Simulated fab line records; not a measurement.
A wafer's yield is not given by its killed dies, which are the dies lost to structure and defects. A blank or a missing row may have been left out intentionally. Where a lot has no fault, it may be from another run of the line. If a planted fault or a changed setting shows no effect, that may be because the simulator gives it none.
fab line records / flow n5_finfet
record: lots: 4 wafers: 12 last_day: 17
route steps=1938 shown BEOL_M11@1592 BEOL_M12@1602
lots that met no fault: taken from a fault-free run of the same line
start_h: hours from the record's opening day to when the first of the lot's shown wafers began / wait_h: how many hours have passed since the lot's step before this one / " repeats the value in the row above / L1.1+2: a row that stands for several wafers / - no value, or no start was given / * or withheld: withheld / < > ~ a bound
route shown NAME@n: a module of which the file shows steps, and the number in the route of the first / usual: the fault-free wafers' mean and standard deviation / same: alike in all rows / chamber/n: place in a boat / sites: per-site readings / _std_site: standard deviation of those values / _edge_site: mean of outer sites minus mean of inner sites / radius_mm: how far each site lies from the wafer's centre / mask NAME#n: copy n / behind: the last tool/chamber to shape the wafer / hold: reason for holding the lot/hours on hold/outcome of the hold / device: which transistor (n, p or np) failed to switch / end of line: at the end of the route, the tests of the same wafers / step lacking rows: just its recipe / killed: at the first sort, the dies lost to defects and structure; wafer yield is something else / map: the dies of a wafer, with x for killed, . for not killed, _ for no die there
set.NAME: the setting the step ran with; set.NAME@STEP: the setting that earlier step ran with / model.NAME: the simulator's own value behind a step, which no gauge read
lots at selected steps of the route; one table per step, one row per wafer
services: the hour from which a tool's chamber was out of use, counted from the record's first day as start_h (under 0 if before that day), plus the number of hours and why
== steps ==
step: N5_BEOL_M11_CVD_75
recipe: material: Co target_thk_a: 20 temp_c: withheld precursor: CCTBA/H2 pressure_torr: 30 time_s: 138.9
step: N5_BEOL_M11_SPUTTER_48
recipe: material: Cu target_thk_a: 120 temp_c: -20 bias_v: 60 power_w: 26000 chamber_pressure_pa: 0.13 time_s: 2
step: N5_BEOL_M11_ECD_50
recipe: material: Cu target_thk_a: 3180
step: N5_BEOL_M11_ANNEAL_51
recipe: temp_c: 225 time_s: 90 ambient: N2
step: N5_BEOL_M11_CMP_52
recipe: stop_on: SiCOH_lowk t_overpolish_s: 7 down_force_psi: 1 platen_rpm: 50 clearing_platen_down_force_psi: 1.5 clearing_platen_rpm: 50 post_cmp_clean: cu_alkaline target_thk_nm: 140 clearing_platen_pad_velocity_m_s: 0.99484 pad_velocity_m_s: 0.99484
step: N5_BEOL_M11_PRE_CLEAN_55
recipe: gas: NH3 time_s: 15 temp_c: withheld rf_power_w: 300
step: N5_BEOL_M11_DEP_56
recipe: material: SiCN target_thk_a: 300 temp_c: withheld precursor: 3MS/NH3 pressure_torr: 3 rf_w: 675 time_s: 10.5
step: N5_BEOL_M12_ILD_DEP_00
recipe: material: SiOC target_thk_a: 6589.2 temp_c: 350 precursor: DEMS/O2 pressure_torr: 5 rf_w: 500 time_s: 130.7
step: N5_BEOL_M12_COAT_58
recipe: resist: BARC temp_c: 205 time_s: 60 spin_rpm: 1500 resist_thk_nm: 89
usual: chill_plate_temp_C: 23.00/0.11 heater_power_total_W: 391.8/1.4 spin_speed_rpm: 1499.9/0.96
lot.wafer=L324.1 tool=litho_track-04 chamber=0 start_h=213.37 wait_h=0.0 chill_plate_temp_C=23.21 heater_power_total_W=393.5 spin_speed_rpm=1499.6 model.BARC_of_BEOL_M12_COAT_58.thk_nm=88.6
lot.wafer=L324.2 tool=litho_track-04 chamber=0 start_h=213.37 wait_h=0.0 chill_plate_temp_C=23.00 heater_power_total_W=392.7 spin_speed_rpm=1500.2 model.BARC_of_BEOL_M12_COAT_58.thk_nm=89
lot.wafer=L324.3 tool=litho_track-04 chamber=0 start_h=213.37 wait_h=0.0 chill_plate_temp_C=23.07 heater_power_total_W=393.0 spin_speed_rpm=1499.4 model.BARC_of_BEOL_M12_COAT_58.thk_nm=88.8
lot.wafer=L335.1 tool=litho_track-04 chamber=0 start_h=294.54 wait_h=0.0 chill_plate_temp_C=23.15 heater_power_total_W=392.0 spin_speed_rpm=1558.7 model.BARC_of_BEOL_M12_COAT_58.thk_nm=87.4
lot.wafer=L335.3 tool=litho_track-04 chamber=0 start_h=294.54 wait_h=0.0 chill_plate_temp_C=22.86 heater_power_total_W=392.8 spin_speed_rpm=1559.1 model.BARC_of_BEOL_M12_COAT_58.thk_nm=87.4
lot.wafer=L335.6 tool=litho_track-04 chamber=0 start_h=294.54 wait_h=0.0 chill_plate_temp_C=23.17 heater_power_total_W=390.4 spin_speed_rpm=1559.2 model.BARC_of_BEOL_M12_COAT_58.thk_nm=87.4
lot.wafer=L339.2 tool=litho_track-04 chamber=0 start_h=319.53 wait_h=0.0 chill_plate_temp_C=23.06 heater_power_total_W=390.6 spin_speed_rpm=1560.3 model.BARC_of_BEOL_M12_COAT_58.thk_nm=87.8
lot.wafer=L339.4 tool=litho_track-04 chamber=0 start_h=319.53 wait_h=0.0 chill_plate_temp_C=22.92 heater_power_total_W=390.2 spin_speed_rpm=1559.9 model.BARC_of_BEOL_M12_COAT_58.thk_nm=87.2
lot.wafer=L339.5 tool=litho_track-04 chamber=0 start_h=319.53 wait_h=0.0 chill_plate_temp_C=22.88 heater_power_total_W=393.8 spin_speed_rpm=1560.3 model.BARC_of_BEOL_M12_COAT_58.thk_nm=87.2
lot.wafer=L347.1 tool=litho_track-01 chamber=0 start_h=358.50 wait_h=0.0 chill_plate_temp_C=22.99 heater_power_total_W=390.3 spin_speed_rpm=1499.2 model.BARC_of_BEOL_M12_COAT_58.thk_nm=89.2
lot.wafer=L347.4 tool=litho_track-01 chamber=0 start_h=358.50 wait_h=0.0 chill_plate_temp_C=23.10 heater_power_total_W=393.1 spin_speed_rpm=1498.1 model.BARC_of_BEOL_M12_COAT_58.thk_nm=89.6
lot.wafer=L347.5 tool=litho_track-01 chamber=0 start_h=358.50 wait_h=0.0 chill_plate_temp_C=22.99 heater_power_total_W=392.0 spin_speed_rpm=1499.6 model.BARC_of_BEOL_M12_COAT_58.thk_nm=89.4
step: N5_BEOL_M12_COAT_04
recipe: spin_rpm: 1625 resist_thk_nm: 400
step: N5_BEOL_M12_EBR_06
recipe: solvent: PGMEA ebr_width_mm: 1.5
step: N5_BEOL_M12_SOFTBAKE_05
recipe: temp_c: 130 time_s: 60
step: N5_BEOL_M12_EXPOSE_07
recipe: mask_id: V11 na: 0.93 source_shape: conventional sigma_outer: 0.6 polarization: unpolarized attpsm_phase_deg: 180 dose_mj: 32.5
step: N5_BEOL_M12_PEB_08
recipe: peb_temp_c: 130 peb_time_s: 90
step: N5_BEOL_M12_DEVELOP_09
recipe: develop_time_s: 45 rinse_liquid: diw dry: air_spin dev_temp_c: 21
step: N5_BEOL_M12_HARDBAKE_14
recipe: temp_c: 130 time_s: 120
step: N5_BEOL_M12_DESCUM_15
recipe: chemistry: O2 time_s: 7.9 source_power_w: 50 bias_power_w: 20 pressure_mtorr: 20 rf_frequency_hz: 2.712e+07 temp_c: 40 o2_flow_sccm: 225
step: N5_BEOL_M12_ETCH_59
recipe: chemistry: N2/H2 target: BARC target_depth_a: 890 overetch_a: 267 time_s: 67.9 ion_energy_ev: 200 pressure_mtorr: 30 source_w: 840 bias_w: 150 n2_flow_sccm: 200 h2_flow_sccm: 200
usual: drypump_motor_current_A: 5.8/0.33 oes_product_au: 0.67/0.072 rf_vpp_V: 524.4/2.3 showerhead_plenum_p_Torr: 2.56/0.08 throttle_valve_pct: 17.9/0.31
lot.wafer=L324.1 tool=rie_diel-03 chamber=0 start_h=214.09 wait_h=0.0 drypump_motor_current_A=5.7 oes_product_au=0.58 rf_hours_counter_h=244 rf_vpp_V=525.4 showerhead_plenum_p_Torr=2.61 throttle_valve_pct=18.2 model.etch.depth_nm=88.69
lot.wafer=L324.2 tool=rie_diel-03 chamber=3 start_h=214.09 wait_h=0.0 drypump_motor_current_A=5.5 oes_product_au=0.62 rf_hours_counter_h=190 rf_vpp_V=523.5 showerhead_plenum_p_Torr=2.53 throttle_valve_pct=18.2 model.etch.depth_nm=88.96
lot.wafer=L324.3 tool=rie_diel-03 chamber=2 start_h=214.09 wait_h=0.0 drypump_motor_current_A=5.8 oes_product_au=0.74 rf_hours_counter_h=59 rf_vpp_V=528.1 showerhead_plenum_p_Torr=2.69 throttle_valve_pct=17.5 model.etch.depth_nm=88.74
lot.wafer=L335.1 tool=rie_diel-05 chamber=1 start_h=294.93 wait_h=0.0 drypump_motor_current_A=5.5 oes_product_au=0.57 rf_hours_counter_h=228 rf_vpp_V=525.4 showerhead_plenum_p_Torr=2.62 throttle_valve_pct=18.1 model.etch.depth_nm=87.33
lot.wafer=L335.3 tool=rie_diel-05 chamber=0 start_h=294.93 wait_h=0.0 drypump_motor_current_A=5.7 oes_product_au=0.68 rf_hours_counter_h=73 rf_vpp_V=527.6 showerhead_plenum_p_Torr=2.68 throttle_valve_pct=17.5 model.etch.depth_nm=87.44
lot.wafer=L335.6 tool=rie_diel-05 chamber=2 start_h=294.93 wait_h=0.0 drypump_motor_current_A=5.5 oes_product_au=0.68 rf_hours_counter_h=- rf_vpp_V=525.7 showerhead_plenum_p_Torr=2.56 throttle_valve_pct=17.8 model.etch.depth_nm=87.32
lot.wafer=L339.2 tool=rie_diel-05 chamber=3 start_h=319.92 wait_h=0.0 drypump_motor_current_A=5.8 oes_product_au=0.66 rf_hours_counter_h=105 rf_vpp_V=523.2 showerhead_plenum_p_Torr=2.44 throttle_valve_pct=17.7 model.etch.depth_nm=87.71
lot.wafer=L339.4 tool=rie_diel-05 chamber=0 start_h=319.92 wait_h=0.0 drypump_motor_current_A=5.6 oes_product_au=0.68 rf_hours_counter_h=80 rf_vpp_V=528.2 showerhead_plenum_p_Torr=2.67 throttle_valve_pct=17.5 model.etch.depth_nm=87.11
lot.wafer=L339.5 tool=rie_diel-05 chamber=0 start_h=319.92 wait_h=0.0 drypump_motor_current_A=5.7 oes_product_au=0.68 rf_hours_counter_h=- rf_vpp_V=526.6 showerhead_plenum_p_Torr=2.67 throttle_valve_pct=17.5 model.etch.depth_nm=87.22
lot.wafer=L347.1 tool=rie_diel-04 chamber=3 start_h=359.02 wait_h=0.0 drypump_motor_current_A=6.2 oes_product_au=0.60 rf_hours_counter_h=244 rf_vpp_V=521.2 showerhead_plenum_p_Torr=2.51 throttle_valve_pct=18.3 model.etch.depth_nm=89.18
lot.wafer=L347.4 tool=rie_diel-04 chamber=1 start_h=359.02 wait_h=0.0 drypump_motor_current_A=6.4 oes_product_au=0.75 rf_hours_counter_h=49 rf_vpp_V=523.4 showerhead_plenum_p_Torr=2.59 throttle_valve_pct=17.8 model.etch.depth_nm=89.5
lot.wafer=L347.5 tool=rie_diel-04 chamber=3 start_h=359.02 wait_h=0.0 drypump_motor_current_A=6.3 oes_product_au=0.60 rf_hours_counter_h=- rf_vpp_V=521.8 showerhead_plenum_p_Torr=2.50 throttle_valve_pct=18.3 model.etch.depth_nm=89.38
step: N5_BEOL_M12_VIA_ETCH_16
recipe: chemistry: C4F8/O2/Ar target: SiOC pressure_mtorr: 30 source_w: 3000 bias_w: 700 Ar_flow_sccm: 400 C4F8_flow_sccm: 15 O2_flow_sccm: 8 he_inner_torr: 15 he_outer_torr: 30 target_depth_a: 7248 time_s: withheld ion_energy_ev: 250 ends: cleared
step: N5_BEOL_M12_STRIP_63
recipe: chemistry: N2/H2 power_w: 1000 temp_c: 250 h2_frac: 0.65 overash_fraction: 0.3 pressure_mtorr: 1000 n2_flow_sccm: 1750 h2_flow_sccm: 3250
step: N5_BEOL_M12_STRIP_64
recipe: chemistry: N2/H2 power_w: 1000 temp_c: 250 h2_frac: 0.65 overash_fraction: 0.3 pressure_mtorr: withheld n2_flow_sccm: 1750 h2_flow_sccm: 3250
usual: drypump_motor_current_A: 5.63/0.23 heater_power_w: 348/28 oes_product_au: 0.715/0.0048 strip_time_to_endpoint_s: 31.35/0.088 temp_c: 250.03/0.19
lot.wafer=L324.1 tool=plasma_asher-02 chamber=0 start_h=214.40 wait_h=0.0 drypump_motor_current_A=5.21 heater_power_w=380 oes_product_au=0.716 rf_hours_counter_h=59 strip_time_to_endpoint_s=31.21 temp_c=249.89
lot.wafer=L324.2 tool=plasma_asher-02 chamber=1 start_h=214.40 wait_h=0.0 drypump_motor_current_A=5.65 heater_power_w=309 oes_product_au=0.710 rf_hours_counter_h=59 strip_time_to_endpoint_s=31.29 temp_c=249.77
lot.wafer=L324.3 tool=plasma_asher-02 chamber=1 start_h=214.40 wait_h=0.0 drypump_motor_current_A=5.68 heater_power_w=312 oes_product_au=0.726 rf_hours_counter_h=- strip_time_to_endpoint_s=31.24 temp_c=249.92
lot.wafer=L335.1 tool=plasma_asher-01 chamber=1 start_h=295.24 wait_h=0.0 drypump_motor_current_A=5.74 heater_power_w=350 oes_product_au=0.718 rf_hours_counter_h=135 strip_time_to_endpoint_s=30.84 temp_c=250.00
lot.wafer=L335.3 tool=plasma_asher-01 chamber=0 start_h=295.24 wait_h=0.0 drypump_motor_current_A=5.82 heater_power_w=361 oes_product_au=0.715 rf_hours_counter_h=- strip_time_to_endpoint_s=30.86 temp_c=250.04
lot.wafer=L335.6 tool=plasma_asher-01 chamber=0 start_h=295.24 wait_h=0.0 drypump_motor_current_A=5.82 heater_power_w=350 oes_product_au=0.724 rf_hours_counter_h=- strip_time_to_endpoint_s=30.83 temp_c=250.39
lot.wafer=L339.2 tool=plasma_asher-01 chamber=0 start_h=320.24 wait_h=0.0 drypump_motor_current_A=5.81 heater_power_w=352 oes_product_au=0.711 rf_hours_counter_h=142 strip_time_to_endpoint_s=30.94 temp_c=250.13
lot.wafer=L339.4 tool=plasma_asher-01 chamber=0 start_h=320.24 wait_h=0.0 drypump_motor_current_A=5.83 heater_power_w=355 oes_product_au=0.718 rf_hours_counter_h=- strip_time_to_endpoint_s=30.78 temp_c=250.15
lot.wafer=L339.5 tool=plasma_asher-01 chamber=0 start_h=320.24 wait_h=0.0 drypump_motor_current_A=5.82 heater_power_w=356 oes_product_au=0.716 rf_hours_counter_h=- strip_time_to_endpoint_s=30.79 temp_c=250.16
lot.wafer=L347.1 tool=plasma_asher-02 chamber=1 start_h=359.33 wait_h=0.0 drypump_motor_current_A=5.72 heater_power_w=311 oes_product_au=0.717 rf_hours_counter_h=86 strip_time_to_endpoint_s=31.36 temp_c=249.81
lot.wafer=L347.4 tool=plasma_asher-02 chamber=0 start_h=359.33 wait_h=0.0 drypump_motor_current_A=5.23 heater_power_w=382 oes_product_au=0.718 rf_hours_counter_h=- strip_time_to_endpoint_s=31.45 temp_c=250.23
lot.wafer=L347.5 tool=plasma_asher-02 chamber=0 start_h=359.33 wait_h=0.0 drypump_motor_current_A=5.23 heater_power_w=396 oes_product_au=0.710 rf_hours_counter_h=- strip_time_to_endpoint_s=31.42 temp_c=250.12
step: N5_BEOL_M12_STRIP_71
recipe: chemistry: post_etch_residue_remover time_s: 60 temp_c: 25 remover_ph: withheld remover_water_wt_pct: withheld remover_fluoride_wt_pct: withheld
== services ==
tool=rie_diel-04 chamber=1 start_h=198.07 hours=- kind=clean
tool=rie_diel-04 chamber=1 start_h=198.07 hours=- kind=consumable_replace:focus_ring
tool=rie_diel-04 chamber=1 start_h=198.07 hours=16.8 kind=scheduled_down
tool=rie_diel-04 chamber=1 start_h=198.07 hours=16.8 kind=vent_cycle
tool=rie_diel-05 chamber=0 start_h=219.57 hours=8.4 kind=repair
tool=rie_diel-03 chamber=0 start_h=230.47 hours=- kind=clean
tool=rie_diel-03 chamber=0 start_h=230.47 hours=- kind=consumable_replace:focus_ring
tool=rie_diel-03 chamber=0 start_h=230.47 hours=17.0 kind=scheduled_down
tool=rie_diel-03 chamber=0 start_h=230.47 hours=17.0 kind=vent_cycle
tool=rie_diel-05 chamber=2 start_h=241.26 hours=2.6 kind=repair
tool=rie_diel-04 chamber=0 start_h=242.74 hours=- kind=clean
tool=rie_diel-04 chamber=0 start_h=242.74 hours=- kind=consumable_replace:focus_ring
tool=rie_diel-05 chamber=0 start_h=255.58 hours=11.1 kind=repair
tool=rie_diel-04 chamber=0 start_h=266.18 hours=6.3 kind=repair
tool=plasma_asher-02 chamber=- start_h=298.53 hours=11.6 kind=pm
tool=rie_diel-05 chamber=- start_h=299.94 hours=2.8 kind=pm
tool=plasma_asher-02 chamber=- start_h=320.96 hours=0.4 kind=repair
tool=rie_diel-03 chamber=- start_h=321.59 hours=0.2 kind=repair
tool=rie_diel-03 chamber=3 start_h=327.58 hours=11.6 kind=repair
tool=rie_diel-04 chamber=1 start_h=328.03 hours=7.2 kind=repair
tool=rie_diel-05 chamber=1 start_h=356.36 hours=- kind=clean
tool=rie_diel-05 chamber=1 start_h=356.36 hours=- kind=consumable_replace:focus_ring
tool=rie_diel-05 chamber=1 start_h=356.36 hours=19.7 kind=scheduled_down
tool=rie_diel-05 chamber=1 start_h=356.36 hours=19.7 kind=vent_cycle
== key ==
first_sign: step: N5_BEOL_M12_COAT_58 reading: spin_speed_rpm direction: up sigmas: 62 usual: * struck: *
effect: step: N5_BEOL_M12_STRIP_64 reading: strip_time_to_endpoint_s direction: down sigmas: 5.8 usual: * struck: *
model_effect: step: N5_BEOL_M12_COAT_58 value: BARC_of_BEOL_M12_COAT_58.thk_nm without: 89.07 struck: 87.4
model_effect: step: N5_BEOL_M12_ETCH_59 value: etch.depth_nm without: 89.06 struck: 87.36
met_at N5_BEOL_M12_COAT_58
struck_wafers L335.1,L335.3,L335.6,L339.2,L339.4,L339.5
onset_between 213.37 294.54
fault: kind: process_parameter_drift tool: litho_track-04 chamber: - onset_h: 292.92 steps: N5_BEOL_M12_COAT_58 channel: spin_rpm offset: * shape: step end_h: 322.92 acts_in: * stated: *
